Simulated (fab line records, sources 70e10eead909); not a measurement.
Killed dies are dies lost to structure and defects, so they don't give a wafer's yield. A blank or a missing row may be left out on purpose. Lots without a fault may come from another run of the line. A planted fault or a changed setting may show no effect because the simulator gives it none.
fab line records | flow nand_harc | part 1 of 2: steps 1 to 21 of 30
record lots=5 wafers=15 last_day=29
route steps=1302 shown A_CONTACT@1072
lots that met no fault: from a run of the same line without faults
start_h: hours from the record's first day to the start of the lot's first wafer shown | wait_h: hours since the lot's step before | " the same as in the row above | L1.1+2: a row that stands for several wafers | - no value, or no start given | * or withheld: withheld | < > ~ a bound
route shown NAME@n: a module of which the file shows steps, and the number in the route of the first | usual: mean/standard deviation of fault-free wafers | same: alike in all rows | chamber/n: place in a boat | sites: the reading at each site | _std_site: their standard deviation | _edge_site: outer sites' mean less inner sites' | radius_mm: how far each site lies from the wafer's centre | mask NAME#n: copy n | behind: the tool/chamber that last shaped the wafer | hold: why the lot was held/for how many hours/how that ended | device: the transistor (n, p or np) that didn't switch | end of line: the same wafers' tests at the end of the route | a step without rows: its recipe alone | killed: dies lost to structure and defects at the first sort, not the wafer's yield | map: a wafer's dies, x killed, . not, _ none there
set.NAME: the setting as run; set.NAME@STEP: as run at that earlier step | model.NAME: the simulator's own value behind a step, which no gauge read
lots at some steps of the route; a table a step, a row a wafer
services: from which hour (start_h, from the record's first day; less than 0 if before it) a tool's chamber was out of use, for how many hours, and why
## steps
# step NHARC_A_CONTACT_COAT_02
# recipe spin_rpm=1500 resist_thk_nm=90
# usual dispense_pressure_kPa=50/3
# columns lot.wafer tool chamber start_h wait_h dispense_pressure_kPa
L074.1 litho_track-06 0 - - 55
L074.4 " 0 " " 55
L074.5 " 0 " " 55
L075.1 litho_track-06 0 - - 55
L075.2 " 0 " " 55
L075.4 " 0 " " 55
L081.2 litho_track-04 0 - - 48
L081.3 " 0 " " 48
L081.5 " 0 " " 48
L087.4 litho_track-01 0 - - 48
L087.5 " 0 " " 48
L087.6 " 0 " " 48
L090.1 litho_track-01 0 - - 48
L090.2 " 0 " " 48
L090.5 " 0 " " 48
# step NHARC_A_CONTACT_SOFTBAKE_03
# recipe temp_c=105 time_s=55
# columns lot.wafer tool chamber start_h wait_h
L074.1+4+5 litho_track-06 0 - -
L075.1+2+4 litho_track-06 0 - -
L081.2+3+5 litho_track-04 0 - -
L087.4+5+6 litho_track-01 0 - -
L090.1+2+5 litho_track-01 0 - -
# step NHARC_A_CONTACT_EBR_04
# columns lot.wafer tool chamber start_h wait_h
L074.1+4+5 litho_track-06 0 - -
L075.1+2+4 litho_track-06 0 - -
L081.2+3+5 litho_track-04 0 - -
L087.4+5+6 litho_track-01 0 - -
L090.1+2+5 litho_track-01 0 - -
# step NHARC_A_CONTACT_EXPOSE_05
# recipe na=1.35 sigma_outer=0.8 dose_mj=84.24 mask_id=A_CC
# same sigma_outer=0.8
# columns lot.wafer tool chamber start_h wait_h mask
L074.1+4+5 arfi_scanner-01 0 489.29 - A_CC#0
L075.1+2+4 arfi_scanner-01 0 496.30 - A_CC#0
L081.2+3+5 arfi_scanner-01 0 571.63 - A_CC#0
L087.4+5+6 arfi_scanner-02 0 614.12 - A_CC#0
L090.1+2+5 arfi_scanner-01 0 629.35 - A_CC#0
# step NHARC_A_CONTACT_PEB_06
# recipe peb_temp_c=100 peb_time_s=65
# columns lot.wafer tool chamber start_h wait_h
L074.1+4+5 litho_track-01 0 489.35 0.1
L075.1+2+4 litho_track-01 0 496.36 0.1
L081.2+3+5 litho_track-06 0 571.69 0.1
L087.4+5+6 litho_track-04 0 614.17 0.0
L090.1+2+5 litho_track-04 0 629.41 0.1
# step NHARC_A_CONTACT_DEVELOP_07
# recipe develop_time_s=35 dev_temp_c=23
# usual developer_temp_C=23.00/0.12
# columns lot.wafer tool chamber start_h wait_h developer_temp_C
L074.1 litho_track-01 0 - - 22.95
L074.4 " 0 " " 23.11
L074.5 " 0 " " 22.95
L075.1 litho_track-01 0 - - 22.84
L075.2 " 0 " " 22.83
L075.4 " 0 " " 22.80
L081.2 litho_track-06 0 - - 22.85
L081.3 " 0 " " 22.99
L081.5 " 0 " " 22.94
L087.4 litho_track-04 0 - - 22.81
L087.5 " 0 " " 23.06
L087.6 " 0 " " 23.01
L090.1 litho_track-04 0 - - 23.14
L090.2 " 0 " " 23.01
L090.5 " 0 " " 23.04
# step NHARC_A_CONTACT_CD_MEAS_08
# recipe target_cd_nm=200 landing_energy_ev=500
# usual cd_nm=199.7/0.57
# columns lot.wafer tool chamber start_h wait_h cd_nm
L074.1 cd_sem-02 0 489.43 - 199.9
L074.4 " 0 " " 199.2
L074.5 " 0 " " 199.1
L075.1 cd_sem-01 0 496.44 - 199.8
L075.2 " 0 " " 199.4
L075.4 " 0 " " 198.8
L081.2 cd_sem-02 0 571.77 - 199.6
L081.3 " 0 " " 201.1
L081.5 " 0 " " 199.5
L087.4 cd_sem-01 0 614.25 - 199.4
L087.5 " 0 " " 199.2
L087.6 " 0 " " 200.4
L090.1 cd_sem-01 0 629.49 - 199.0
L090.2 " 0 " " 199.1
L090.5 " 0 " " 199.3
# step NHARC_A_CONTACT_OVL_MEAS_09
# usual overlay_x_nm=0.3/0.9 overlay_y_nm=0.1/0.85
# columns lot.wafer tool chamber start_h wait_h overlay_x_nm overlay_y_nm
L074.1 overlay-01 - 489.52 - -0.8 -0.9
L074.4 " - " " -0.3 -0.8
L074.5 " - " " -0.9 -0.6
L075.1 overlay-02 - 496.53 - 1.0 0.6
L075.2 " - " " 1.5 1.2
L075.4 " - " " 1.3 0.3
L081.2 overlay-02 - 571.85 - -1.5 0.3
L081.3 " - " " -0.7 0.0
L081.5 " - " " -1.9 -0.1
L087.4 overlay-02 - 614.33 - 0.9 1.4
L087.5 " - " " 0.3 1.6
L087.6 " - " " 0.6 1.2
L090.1 overlay-02 - 629.58 - 2.7 -0.9
L090.2 " - " " 2.4 -1.1
L090.5 " - " " 2.6 -0.4
# step NHARC_A_CONTACT_INSPECT_10
# usual raw_defect_count=91/36
# columns lot.wafer tool chamber start_h wait_h raw_defect_count
L074.1 defect_inspect-02 - 489.56 0.0 97
L074.4 " - " " 106
L074.5 " - " " 99
L075.1 defect_inspect-02 - 496.56 0.0 67
L075.2 " - " " 66
L075.4 " - " " 70
L081.2 defect_inspect-02 - 571.89 0.0 132
L081.3 " - " " 138
L081.5 " - " " 138
L087.4 defect_inspect-01 - 614.37 0.0 107
L087.5 " - " " 117
L087.6 " - " " 128
L090.1 defect_inspect-01 - 629.62 0.0 37
L090.2 " - " " 29
L090.5 " - " " 26
# step NHARC_A_CONTACT_DESCUM_13
# recipe time_s=3 o2_flow_sccm=200 ar_flow_sccm=0 bias_power_w=0 chemistry=O2
# usual drypump_motor_current_A=5.7/0.36 oes_product_au=0.999/0.0081 rf_vpp_V=57.4/0.8 showerhead_plenum_p_Torr=1.85/0.064 throttle_valve_pct=11.311/0.0092
# columns lot.wafer tool chamber start_h wait_h drypump_motor_current_A oes_product_au rf_hours_counter_h rf_vpp_V showerhead_plenum_p_Torr throttle_valve_pct
L074.4 rie_diel-01 3 489.67 0.1 5.5 1.007 40 57.9 1.97 11.311
L074.1 " 2 " " 5.9 0.997 42 58.6 2.01 11.317
L074.5 " 0 " " 4.9 1.010 - 56.0 1.87 11.298
L075.4 rie_diel-02 2 496.63 0.1 5.5 0.994 17 56.4 1.83 11.320
L075.1 " 0 " " 5.7 1.010 20 56.6 1.77 11.311
L075.2 " 1 " " 6.2 1.016 20 57.7 1.85 11.318
L081.2 rie_diel-02 1 571.97 0.1 6.2 1.002 2 57.6 1.84 11.332
L081.3 " 2 " " 5.4 0.988 2 57.1 1.83 11.315
L081.5 " 0 " " 5.7 1.003 - 59.1 1.77 11.306
L087.4 rie_diel-02 0 614.43 0.1 5.7 0.999 11 56.4 1.77 11.308
L087.6 " 0 " " 5.7 1.000 - 57.4 1.76 11.311
L087.5 " 1 " " 6.2 1.003 - 57.5 1.84 11.337
L090.2 rie_diel-02 2 629.68 0.1 5.4 0.995 14 57.9 1.82 11.321
L090.1 " 3 " " 5.8 0.988 15 57.6 1.85 11.300
L090.5 " 2 " " 5.4 0.994 - 58.0 1.82 11.317
# step NHARC_A_CONTACT_ETCH_88
# recipe target_depth_a=390 over_etch_frac=0.3 time_s=65 ion_energy_ev=80 cf4_flow_sccm=150 ar_flow_sccm=0 rf_w=300 bias_w=100 chemistry=CF4
# usual drypump_motor_current_A=5.7/0.37 oes_product_au=0.998/0.0082 rf_vpp_V=150.5/1.1 showerhead_plenum_p_Torr=1.71/0.052 throttle_valve_pct=13.283/0.0086
# columns lot.wafer tool chamber start_h wait_h drypump_motor_current_A oes_product_au rf_hours_counter_h rf_vpp_V showerhead_plenum_p_Torr throttle_valve_pct
L074.4 rie_diel-01 0 489.77 0.1 4.9 1.002 40 151.2 1.73 13.283
L074.1 " 3 " " 5.5 1.010 41 152.2 1.82 13.276
L074.5 " 1 " " 5.8 1.004 - 148.9 1.64 13.283
L075.4 rie_diel-02 2 496.71 0.1 5.4 0.984 17 148.6 1.70 13.275
L075.2 " 0 " " 5.7 0.995 20 151.2 1.65 13.296
L075.1 " 1 " " 6.1 1.016 20 152.3 1.71 13.274
L081.3 rie_diel-02 1 572.04 0.1 6.2 0.999 2 150.5 1.71 13.297
L081.2 " 3 " " 5.9 0.999 3 150.6 1.71 13.280
L081.5 " 2 " " 5.4 1.019 - 150.7 1.69 13.283
L087.4 rie_diel-02 3 614.55 0.1 5.9 1.010 12 150.9 1.71 13.276
L087.6 " 3 " " 5.9 0.997 - 149.8 1.71 13.292
L087.5 " 0 " " 5.7 0.990 - 149.3 1.64 13.271
L090.2 rie_diel-02 2 629.76 0.1 5.4 1.009 14 150.1 1.69 13.278
L090.1 " 3 " " 5.8 0.998 15 150.8 1.71 13.272
L090.5 " 2 " " 5.4 0.993 - 150.8 1.69 13.298
# step NHARC_A_CONTACT_ETCH_89
# recipe target_depth_a=2600 over_etch_frac=0.3 time_s=475.3 ion_energy_ev=200 n2_flow_sccm=150 h2_flow_sccm=150 ar_flow_sccm=0 rf_w=400 bias_w=150 chemistry=N2/H2
# usual drypump_motor_current_A=5.7/0.37 oes_product_au=1.001/0.0083 rf_vpp_V=428.4/2.1 showerhead_plenum_p_Torr=1.96/0.071 throttle_valve_pct=14.172/0.0091
# columns lot.wafer tool chamber start_h wait_h drypump_motor_current_A oes_product_au rf_hours_counter_h rf_vpp_V showerhead_plenum_p_Torr throttle_valve_pct
L074.4 rie_diel-01 0 - - 4.9 1.008 40 429.8 1.99 14.175
L074.1 " 2 " " 5.9 0.997 42 433.2 2.14 14.191
L074.5 " 0 " " 4.9 1.003 - 428.7 1.99 14.163
L075.4 rie_diel-02 3 - - 5.9 0.988 19 429.5 1.97 14.170
L075.2 " 0 " " 5.7 0.996 21 425.3 1.88 14.180
L075.1 " 2 " " 5.4 0.992 17 428.6 1.95 14.182
L081.3 rie_diel-02 3 - - 5.8 0.995 3 429.3 1.97 14.181
L081.2 " 2 " " 5.4 0.988 3 428.4 1.95 14.154
L081.5 " 3 " " 5.8 0.989 - 429.1 1.97 14.172
L087.4 rie_diel-02 0 - - 5.7 1.002 11 426.3 1.88 14.175
L087.5 " 1 " " 6.2 1.005 - 428.1 1.96 14.174
L087.6 " 2 " " 5.4 0.995 - 427.6 1.94 14.176
L090.2 rie_diel-02 0 - - 5.7 0.990 14 426.6 1.88 14.171
L090.1 " 2 " " 5.4 1.002 14 428.2 1.94 14.161
L090.5 " 0 " " 5.7 0.994 - 426.6 1.88 14.172
# step NHARC_A_CONTACT_ETCH_30
# recipe target_depth_a=726 time_s=36.3 cf4_flow_sccm=100 chf3_flow_sccm=30 ar_flow_sccm=0 rf_w=500 bias_w=200 chemistry=CF4/CHF3
# usual drypump_motor_current_A=5.7/0.37 oes_product_au=0.934/0.02 rf_vpp_V=368.7/2 showerhead_plenum_p_Torr=1.52/0.056 throttle_valve_pct=16.803/0.01
# columns lot.wafer tool chamber start_h wait_h drypump_motor_current_A oes_product_au rf_hours_counter_h rf_vpp_V showerhead_plenum_p_Torr throttle_valve_pct
L074.1 rie_diel-01 1 - - 5.8 0.931 42 364.5 1.46 16.804
L074.4 " 3 " " 5.5 0.934 41 372.5 1.62 16.811
L074.5 " 1 " " 5.8 0.920 - 366.8 1.46 16.804
L075.4 rie_diel-02 2 - - 5.4 0.914 17 368.1 1.51 16.815
L075.2 " 0 " " 5.7 0.931 21 365.8 1.46 16.797
L075.1 " 1 " " 6.1 0.943 20 368.9 1.52 16.814
L081.3 rie_diel-02 0 - - 5.7 0.920 3 366.0 1.46 16.797
L081.2 " 2 " " 5.5 0.913 3 368.2 1.51 16.795
L081.5 " 1 " " 6.2 0.922 - 369.3 1.52 16.805
L087.4 rie_diel-02 3 - - 5.8 0.956 13 366.8 1.52 16.795
L087.5 " 0 " " 5.7 0.947 - 367.6 1.46 16.792
L087.6 " 1 " " 6.2 0.938 - 368.6 1.52 16.783
L090.1 rie_diel-02 0 - - 5.7 0.914 14 368.1 1.46 16.796
L090.2 " 2 " " 5.4 0.917 14 368.1 1.50 16.779
L090.5 " 3 " " 5.9 0.933 - 368.2 1.52 16.803
# step NHARC_A_CONTACT_ETCH_31
# recipe target_depth_a=28000 over_etch_frac=0.3 time_s=728 ion_energy_ev=150 o2_flow_sccm=400 cos_flow_sccm=20 ar_flow_sccm=0 rf_w=500 bias_w=300 chemistry=O2/COS
# usual cos_flow_sccm=19.99/0.056 drypump_motor_current_A=5.7/0.38 oes_product_au=1.000/0.0084 rf_vpp_V=313.0/1.8 showerhead_plenum_p_Torr=3.03/0.12 throttle_valve_pct=28.329/0.0087
# columns lot.wafer tool chamber start_h wait_h cos_flow_sccm drypump_motor_current_A oes_product_au rf_hours_counter_h rf_vpp_V showerhead_plenum_p_Torr throttle_valve_pct
L074.4 rie_diel-01 1 - - 19.99 5.8 0.992 42 309.6 2.90 28.333
L074.1 " 3 " " 19.95 5.5 1.008 41 314.6 3.21 28.316
L074.5 " 2 " " 19.98 5.9 0.993 - 315.6 3.27 28.317
L075.4 rie_diel-02 2 - - 20.09 5.4 0.986 17 314.2 2.99 28.336
L075.1 " 3 " " 19.91 5.9 0.997 19 312.8 3.03 28.326
L075.2 " 0 " " 20.06 5.7 0.994 21 310.4 2.90 28.338
L081.3 rie_diel-02 1 - - 19.90 6.2 1.019 2 312.9 3.01 28.340
L081.2 " 0 " " 19.92 5.7 1.008 3 310.6 2.90 28.315
L081.5 " 1 " " 19.97 6.2 1.012 - 312.6 3.01 28.324
L087.4 rie_diel-02 0 - - 19.93 5.7 0.991 11 309.9 2.89 28.326
L087.6 " 3 " " 20.15 5.9 0.995 - 312.2 3.02 28.321
L087.5 " 0 " " 19.90 5.7 0.994 - 311.9 2.89 28.338
L090.1 rie_diel-02 1 - - 19.84 6.2 0.999 13 313.2 3.01 28.334
L090.2 " 3 " " 20.12 5.8 1.002 16 312.4 3.02 28.329
L090.5 " 1 " " 19.96 6.2 1.000 - 312.9 3.01 28.314
# step NHARC_A_CONTACT_ETCH_134
# recipe source_w=withheld pressure_mtorr=20 bias_v=withheld time_s=140 target_depth_a=7000 ar_flow_sccm=withheld c4f8_flow_sccm=withheld o2_flow_sccm=withheld chemistry=C4F8/O2/Ar
# columns lot.wafer tool chamber start_h wait_h rf_hours_counter_h
L074.1 har_cap_etch-02 0 490.81 - 89
L074.4 " 1 " " -
L074.5 " 1 " " -
L075.2 har_cap_etch-02 0 497.76 - 90
L075.1 " 1 " " 90
L075.4 " 0 " " -
L081.2 har_cap_etch-03 0 573.11 - 63
L081.3 " 0 " " -
L081.5 " 1 " " -
L087.4 har_cap_etch-01 1 615.76 - -
L087.5 " 0 " " -
L087.6 " 1 " " -
L090.2 har_cap_etch-02 1 630.81 - 115
L090.1 " 0 " " 115
L090.5 " 0 " " -
# step NHARC_A_CONTACT_ETCH_135
# recipe source_w=withheld pressure_mtorr=20 bias_v=1200 time_s=311 target_depth_a=19120 ar_flow_sccm=withheld c4f8_flow_sccm=withheld o2_flow_sccm=withheld chemistry=C4F8/O2/Ar
# columns lot.wafer tool chamber start_h wait_h rf_hours_counter_h
L074.1 har_cap_etch-02 0 491.01 0.2 89
L074.4 " 1 " " -
L074.5 " 1 " " -
L075.2 har_cap_etch-02 0 497.96 0.2 90
L075.1 " 1 " " 90
L075.4 " 0 " " -
L081.2 har_cap_etch-03 0 573.32 0.2 63
L081.3 " 0 " " -
L081.5 " 1 " " -
L087.4 har_cap_etch-01 1 616.00 0.2 -
L087.5 " 0 " " -
L087.6 " 1 " " -
L090.2 har_cap_etch-02 1 631.01 0.2 115
L090.1 " 0 " " 115
L090.5 " 0 " " -
# step NHARC_A_CONTACT_ETCH_136
# recipe source_w=withheld pressure_mtorr=20 bias_v=1200 time_s=311 target_depth_a=19120 ar_flow_sccm=withheld c4f8_flow_sccm=withheld o2_flow_sccm=withheld chemistry=C4F8/O2/Ar
# columns lot.wafer tool chamber start_h wait_h rf_hours_counter_h
L074.1 har_cap_etch-02 0 491.28 0.2 89
L074.4 " 1 " " -
L074.5 " 1 " " -
L075.2 har_cap_etch-02 0 498.23 0.2 90
L075.1 " 1 " " 90
L075.4 " 0 " " -
L081.2 har_cap_etch-03 0 573.58 0.2 63
L081.3 " 0 " " -
L081.5 " 1 " " -
L087.4 har_cap_etch-01 1 616.27 0.2 -
L087.5 " 0 " " -
L087.6 " 1 " " -
L090.2 har_cap_etch-02 1 631.28 0.2 115
L090.1 " 0 " " 115
L090.5 " 0 " " -
# step NHARC_A_CONTACT_ETCH_137
# recipe source_w=withheld pressure_mtorr=20 bias_v=1200 time_s=311 target_depth_a=19120 ar_flow_sccm=withheld c4f8_flow_sccm=withheld o2_flow_sccm=withheld chemistry=C4F8/O2/Ar
# columns lot.wafer tool chamber start_h wait_h rf_hours_counter_h
L074.1 har_cap_etch-02 0 491.55 0.2 89
L074.4 " 1 " " -
L074.5 " 1 " " -
L075.2 har_cap_etch-02 0 498.50 0.2 91
L075.1 " 1 " " 91
L075.4 " 0 " " -
L081.2 har_cap_etch-03 0 573.85 0.2 63
L081.3 " 0 " " -
L081.5 " 1 " " -
L087.4 har_cap_etch-01 1 616.54 0.2 -
L087.5 " 0 " " -
L087.6 " 1 " " -
L090.2 har_cap_etch-02 1 631.55 0.2 115
L090.1 " 0 " " 115
L090.5 " 0 " " -
# step NHARC_A_CONTACT_ETCH_138
# recipe source_w=withheld pressure_mtorr=20 bias_v=1200 time_s=311 target_depth_a=19140 ar_flow_sccm=withheld c4f8_flow_sccm=withheld o2_flow_sccm=withheld chemistry=C4F8/O2/Ar
# columns lot.wafer tool chamber start_h wait_h rf_hours_counter_h
L074.1 har_cap_etch-02 0 491.82 0.2 90
L074.4 " 1 " " -
L074.5 " 1 " " -
L075.2 har_cap_etch-02 0 498.77 0.2 91
L075.1 " 1 " " 91
L075.4 " 0 " " -
L081.2 har_cap_etch-03 0 574.13 0.2 63
L081.3 " 0 " " -
L081.5 " 1 " " -
L087.4 har_cap_etch-01 1 616.81 0.2 -
L087.5 " 0 " " -
L087.6 " 1 " " -
L090.2 har_cap_etch-02 1 631.83 0.2 116
L090.1 " 0 " " 116
L090.5 " 0 " " -
# step NHARC_A_CONTACT_ETCH_139
# recipe source_w=withheld pressure_mtorr=20 bias_v=400 time_s=195 target_depth_a=8400 ar_flow_sccm=withheld c4f8_flow_sccm=11.5 o2_flow_sccm=7.2 chemistry=C4F8/O2/Ar
# columns lot.wafer tool chamber start_h wait_h rf_hours_counter_h
L074.1 har_cap_etch-02 0 492.09 0.2 90
L074.4 " 1 " " -
L074.5 " 1 " " -
L075.2 har_cap_etch-02 0 499.05 0.2 91
L075.1 " 1 " " 91
L075.4 " 0 " " -
L081.2 har_cap_etch-03 0 574.40 0.2 64
L081.3 " 0 " " -
L081.5 " 1 " " -
L087.4 har_cap_etch-01 1 617.09 0.2 -
L087.5 " 0 " " -
L087.6 " 1 " " -
L090.2 har_cap_etch-02 1 632.10 0.2 116
L090.1 " 0 " " 116
L090.5 " 0 " " -
# step NHARC_A_CONTACT_ETCH_92
# recipe target_depth_a=400 over_etch_frac=0.5 time_s=85.7 ion_energy_ev=120 ch3f_flow_sccm=50 o2_flow_sccm=30 ar_flow_sccm=200 rf_w=500 bias_w=100 chemistry=CH3F/O2
# usual drypump_motor_current_A=5.6/0.48 oes_product_au=0.930/0.012 rf_vpp_V=243.8/1.7 showerhead_plenum_p_Torr=2.42/0.11 throttle_valve_pct=20.662/0.0099
# columns lot.wafer tool chamber start_h wait_h drypump_motor_current_A oes_product_au rf_hours_counter_h rf_vpp_V showerhead_plenum_p_Torr throttle_valve_pct
L074.1 rie_diel-02 3 492.65 0.5 5.8 0.930 18 242.7 2.39 20.654
L074.4 " 0 " " 5.7 0.926 19 241.9 2.28 20.665
L074.5 " 3 " " 5.8 0.927 - 243.1 2.39 20.648
L075.2 rie_diel-02 1 499.63 0.5 6.2 0.938 21 242.6 2.38 20.652
L075.1 " 2 " " 5.5 0.926 17 242.7 2.35 20.669
L075.4 " 3 " " 5.9 0.931 20 243.5 2.38 20.649
L081.3 rie_diel-02 1 574.91 0.4 6.1 0.930 3 244.9 2.37 20.665
L081.2 " 2 " " 5.4 0.923 3 242.8 2.35 20.668
L081.5 " 2 " " 5.4 0.916 - 242.7 2.35 20.675
L087.4 rie_diel-07 2 617.52 0.4 6.1 0.928 60 245.1 2.51 20.664
L087.6 " 1 " " 5.7 0.940 - 246.0 2.61 20.659
L087.5 " 2 " " 6.1 0.923 - 246.7 2.51 20.663
L090.2 rie_diel-02 0 632.68 0.5 5.7 0.930 15 241.5 2.27 20.644
L090.1 " 1 " " 6.2 0.922 14 244.5 2.37 20.645
L090.5 " 0 " " 5.7 0.929 - 240.2 2.27 20.670
